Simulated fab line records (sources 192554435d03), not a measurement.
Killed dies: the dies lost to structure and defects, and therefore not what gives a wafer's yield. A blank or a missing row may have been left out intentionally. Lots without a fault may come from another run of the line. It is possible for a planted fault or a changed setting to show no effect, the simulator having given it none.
Which tool is to blame? | flow n5-finfet | 27 wafers from 9 lots sampled at 6 of the route's 1938 steps

## WHAT THE GAUGES SHOWED, per wafer
N5_BEOL_M3_OCD_MEAS_38. Usual: trench-depth-nm at 55.2 nm, with a standard deviation of 1.
lot  | measured     | on     | trench-depth-nm (nm) | flag
L343 | day 7 19:38  | ocd-02 | 56.0 54.1 53.4       |
L344 | day 7 16:50  | ocd-01 | 55.4 55.4 55.3       |
L345 | day 7 23:13  | ocd-02 | 55.1 56.1 55.3       |
L349 | day 8 13:12  | ocd-02 | 54.3 54.3 56.6       |
L348 | day 8 18:00  | ocd-02 | 55.1 55.4 54.7       |
L353 | day 9 20:16  | ocd-01 | 34.8 31.7 37.8       | OFF
L360 | day 11 12:46 | ocd-01 | 55.8 53.8 53.8       |
L364 | day 12 19:35 | ocd-02 | 53.5 55.7 53.4       |
L365 | day 12 21:38 | ocd-01 | 54.2 54.9 53.7       |

N5_BEOL_M4_RC_MEAS_101. Usual: CHAIN_V2_max_site 239 ohm/link, standard deviation 11; CHAIN_V3_max_site 242 ohm/link, standard deviation 10; DIBL_N 36.3 mV/V, standard deviation 1.7; DIBL_P 36.5 mV/V, standard deviation 1.8; IOFF_N 0.16 nA/um, standard deviation 0.033; IOFF_P 0.21 nA/um, standard deviation 0.037; ION_N 675 uA/um, standard deviation 11; ION_P 462 uA/um, standard deviation 7.9; SS_N 71.6 mV/dec, standard deviation 0.64; SS_P 73.3 mV/dec, standard deviation 0.68; VT_N 249 mV, standard deviation 3.3; VT_P -250 mV, standard deviation 3.3.
lot  | measured     | on        | CHAIN_V2_max_site (ohm/link) | CHAIN_V3_max_site (ohm/link) | DIBL_N (mV/V)  | DIBL_P (mV/V)  | IOFF_N (nA/um) | IOFF_P (nA/um) | ION_N (uA/um) | ION_P (uA/um) | SS_N (mV/dec)  | SS_P (mV/dec)  | VT_N (mV)   | VT_P (mV)      | flag
L343 | day 8 11:33  | prober-02 | 219 234 226                  | 246 239 241                  | 33.6 36.4 35.8 | 34.1 37.0 36.4 | 0.14 0.18 0.17 | 0.21 0.25 0.24 | 673 679 676   | 467 468 467   | 71.1 72.3 71.8 | 73.2 73.4 73.1 | 248 250 249 | -248 -249 -246 |
L344 | day 8 07:23  | prober-01 | 246 236 222                  | 225 242 243                  | 37.0 35.9 36.4 | 37.9 36.4 36.4 | 0.16 0.14 0.14 | 0.23 0.22 0.21 | 674 669 675   | 464 461 471   | 71.5 71.1 71.3 | 73.7 73.5 73.1 | 249 251 251 | -251 -250 -250 |
L345 | day 8 13:29  | prober-01 | 227 243 224                  | 267 254 247                  | 35.7 33.6 36.1 | 36.1 33.4 36.5 | 0.15 0.11 0.14 | 0.18 0.14 0.18 | 682 681 677   | 467 462 463   | 71.0 71.0 71.5 | 73.3 72.8 73.3 | 251 255 253 | -251 -257 -253 |
L349 | day 9 06:10  | prober-02 | 239 245 227                  | 233 235 249                  | 33.1 34.9 33.9 | 32.8 33.6 33.6 | 0.11 0.12 0.11 | 0.17 0.18 0.18 | 665 656 668   | 462 455 461   | 70.6 70.5 70.7 | 72.3 71.4 71.8 | 255 253 255 | -253 -250 -251 |
L348 | day 9 10:17  | prober-01 | 231 227 223                  | 246 247 246                  | 37.3 36.6 37.0 | 38.4 36.7 37.8 | 0.18 0.17 0.17 | 0.24 0.22 0.24 | 680 688 676   | 466 459 465   | 72.3 71.7 72.3 | 72.8 72.8 73.0 | 247 250 249 | -251 -253 -248 |
L353 | day 10 09:15 | prober-01 | ~571 ~571 ~571               | ~571 ~571 ~571               | 35.8 35.6 34.2 | 36.3 34.7 33.9 | 0.16 0.15 0.13 | 0.20 0.17 0.17 | 684 666 657   | 464 450 448   | 71.3 71.1 71.1 | 72.9 72.7 72.1 | 249 249 251 | -251 -253 -253 | OFF
L360 | day 12 06:17 | prober-02 | 242 266 247                  | 237 237 253                  | 37.0 38.2 37.9 | 38.3 39.1 38.9 | 0.22 0.23 0.24 | 0.22 0.23 0.23 | 705 686 683   | 462 456 458   | 72.0 72.5 72.2 | 73.2 73.7 73.6 | 243 244 240 | -251 -248 -250 |
L364 | day 13 10:11 | prober-02 | 257 258 263                  | 241 258 245                  | 36.2 37.3 37.5 | 35.1 36.3 37.0 | 0.14 0.16 0.16 | 0.17 0.18 0.20 | 662 677 673   | 447 458 458   | 71.2 72.1 71.5 | 73.8 73.9 74.2 | 253 249 247 | -251 -254 -253 |
L365 | day 13 10:06 | prober-01 | 238 241 254                  | 243 234 239                  | 33.2 36.3 36.8 | 33.6 37.7 38.6 | 0.12 0.18 0.19 | 0.16 0.21 0.22 | 669 678 677   | 452 461 458   | 71.2 71.9 72.1 | 72.4 74.4 74.3 | 252 248 246 | -256 -250 -253 |

## WHAT TOOL EACH LOT RAN ON (gives the tool, then ch and the chambers of the sampled wafers, and finally the start)
lot  | N5_BEOL_M3_HM_OPEN_17             | N5_BEOL_M3_STRIP_36                | N5_BEOL_M3_SURFACE_TREAT_85  | N5_BEOL_M3_SPUTTER_79
L343 | rie-metal-02 ch 0, day 7 12:26    | rie-diel-05 ch 0,1, day 7 19:27    | pvd-sputter-02, day 7 20:49  | pvd-sputter-03, day 7 21:28
L344 | rie-metal-02 ch 0,1, day 7 13:00  | rie-diel-02 ch 0,1, day 7 16:38    | pvd-sputter-03, day 7 18:51  | pvd-sputter-03, day 7 19:38
L345 | rie-metal-01 ch 0,1, day 7 13:04  | rie-diel-05 ch 0,3, day 7 23:02    | pvd-sputter-02, day 8 00:25  | pvd-sputter-03, day 8 01:02
L349 | rie-metal-01 ch 0, day 8 11:15    | rie-diel-05 ch 1,2,3, day 8 13:00  | pvd-sputter-03, day 8 14:20  | pvd-sputter-01, day 8 14:49
L348 | rie-metal-02 ch 0,1, day 8 14:01  | rie-diel-02 ch 0,2,3, day 8 17:49  | pvd-sputter-01, day 8 18:50  | pvd-sputter-02, day 8 19:18
L353 | rie-metal-01 ch 1, day 9 14:17    | rie-diel-04 ch 0,2,3, day 9 20:04  | pvd-sputter-01, day 9 21:02  | pvd-sputter-01, day 9 21:38
L360 | rie-metal-02 ch 0,1, day 11 10:47 | rie-diel-05 ch 1,2,3, day 11 12:35 | pvd-sputter-01, day 11 13:19 | pvd-sputter-03, day 11 13:53
L364 | rie-metal-03 ch 0,1, day 12 11:13 | rie-diel-05 ch 2,3, day 12 19:23   | pvd-sputter-03, day 12 20:11 | pvd-sputter-01, day 12 20:41
L365 | rie-metal-02 ch 0,1, day 12 15:32 | rie-diel-02 ch 1,2, day 12 21:22   | pvd-sputter-01, day 12 22:18 | pvd-sputter-01, day 12 22:48
- N5_BEOL_M3_HM_OPEN_17: chemistry Cl2/BCl3, target TiN, target depth 20 nm, overetch 6 nm.
- N5_BEOL_M3_STRIP_36: strips in N2/H2.
- N5_BEOL_M3_SURFACE_TREAT_85
- N5_BEOL_M3_SPUTTER_79: material Cu, target thk 4.5 nm, time 8.29 s.

## WHAT THE TOOLS THEMSELVES READ (means of the sampled wafers that have a number; where no wafer has one, the mark that the record gives instead)
N5_BEOL_M3_HM_OPEN_17. Usual: drypump-motor-current-A 5.9 A, standard deviation 0.58; oes-product-au 0.59 a.u., standard deviation 0.076; throttle-valve-pct 22.32 %, standard deviation 0.21.
lot  | tool         | drypump-motor-current-A (A) | oes-product-au (a.u.) | throttle-valve-pct (%) | flag
L343 | rie-metal-02 | 5.9                         | 0.57                  | 22.37                  |
L344 | rie-metal-02 | 6.1                         | 0.57                  | 22.46                  |
L345 | rie-metal-01 | 5.8                         | 0.57                  | 22.11                  |
L349 | rie-metal-01 | 5.9                         | 0.50                  | 22.16                  |
L348 | rie-metal-02 | 6.2                         | 0.57                  | 22.56                  |
L353 | rie-metal-01 | 5.5                         | 0.63                  | 22.13                  |
L360 | rie-metal-02 | 6.0                         | 0.56                  | 22.47                  |
L364 | rie-metal-03 | 5.4                         | 0.54                  | 22.35                  |
L365 | rie-metal-02 | 6.0                         | 0.55                  | 22.48                  |

N5_BEOL_M3_STRIP_36. Usual: drypump-motor-current-A 5.9 A, standard deviation 0.38; oes-product-au 0.75 a.u., standard deviation 0.067; rf-vpp-V 59.0 V, standard deviation 1.4; showerhead-plenum-p-Torr 2.54 Torr, standard deviation 0.08; throttle-valve-pct 23.6 %, standard deviation 0.31.
lot  | tool        | drypump-motor-current-A (A) | oes-product-au (a.u.) | rf-vpp-V (V) | showerhead-plenum-p-Torr (Torr) | throttle-valve-pct (%) | flag
L343 | rie-diel-05 | 6.2                         | 0.74                  | 60.9         | 2.60                            | 23.7                   |
L344 | rie-diel-02 | 5.8                         | 0.75                  | 58.2         | 2.49                            | 23.9                   |
L345 | rie-diel-05 | 6.1                         | 0.82                  | 58.7         | 2.52                            | 23.6                   |
L349 | rie-diel-05 | 5.9                         | 0.72                  | 58.1         | 2.56                            | 23.4                   |
L348 | rie-diel-02 | 6.0                         | 0.73                  | 58.5         | 2.55                            | 23.7                   |
L353 | rie-diel-04 | 5.6                         | 0.82                  | 59.2         | 2.48                            | 23.3                   |
L360 | rie-diel-05 | 5.9                         | 0.71                  | 57.6         | 2.56                            | 23.5                   |
L364 | rie-diel-05 | 5.6                         | 0.70                  | 59.3         | 2.56                            | 23.4                   |
L365 | rie-diel-02 | 6.2                         | 0.72                  | 60.5         | 2.56                            | 23.9                   |

N5_BEOL_M3_SPUTTER_79. Usual: throttle-valve-pct at 30.6 %, with a standard deviation of 0.83.
lot  | tool           | throttle-valve-pct (%) | flag
L343 | pvd-sputter-03 | 30.2                   |
L344 | pvd-sputter-03 | 30.3                   |
L345 | pvd-sputter-03 | 30.2                   |
L349 | pvd-sputter-01 | 31.2                   |
L348 | pvd-sputter-02 | 30.2                   |
L353 | pvd-sputter-01 | 30.9                   |
L360 | pvd-sputter-03 | 30.3                   |
L364 | pvd-sputter-01 | 31.1                   |
L365 | pvd-sputter-01 | 30.9                   |

## THE ANSWER, worked out from the rows above alone
Rule: a lot is off if the mean of its wafers that have a number lies more than 3 standard deviations from the usual mean. A lot without any number at a reading at which 4 lots or more have one is off too. Any other lot the step has rows for is counted as sound. After the gauges, taken in route order, come the tools' own readings; for these a lot's mean is taken, as printed above. The first step at which some lot is off is used, and at that step the reading that is off furthest; a lot without a number counts as furthest.
Off at N5_BEOL_M3_OCD_MEAS_38 (trench-depth-nm): L353.
If a tool, at a process step before that reading, ran all the lots that are off and no sound lot after the first of them, it fits. Not tried: the gauges at N5_BEOL_M3_OCD_MEAS_38; whatever is off there is also off at N5_BEOL_M4_RC_MEAS_101, on other tools, and gauge error can't account for it. 2 tools fit, rie-metal-01 at N5_BEOL_M3_HM_OPEN_17 and rie-diel-04 at N5_BEOL_M3_STRIP_36, so this cannot tell which one it is.

## WHAT THE SIMULATOR HAD INSERTED
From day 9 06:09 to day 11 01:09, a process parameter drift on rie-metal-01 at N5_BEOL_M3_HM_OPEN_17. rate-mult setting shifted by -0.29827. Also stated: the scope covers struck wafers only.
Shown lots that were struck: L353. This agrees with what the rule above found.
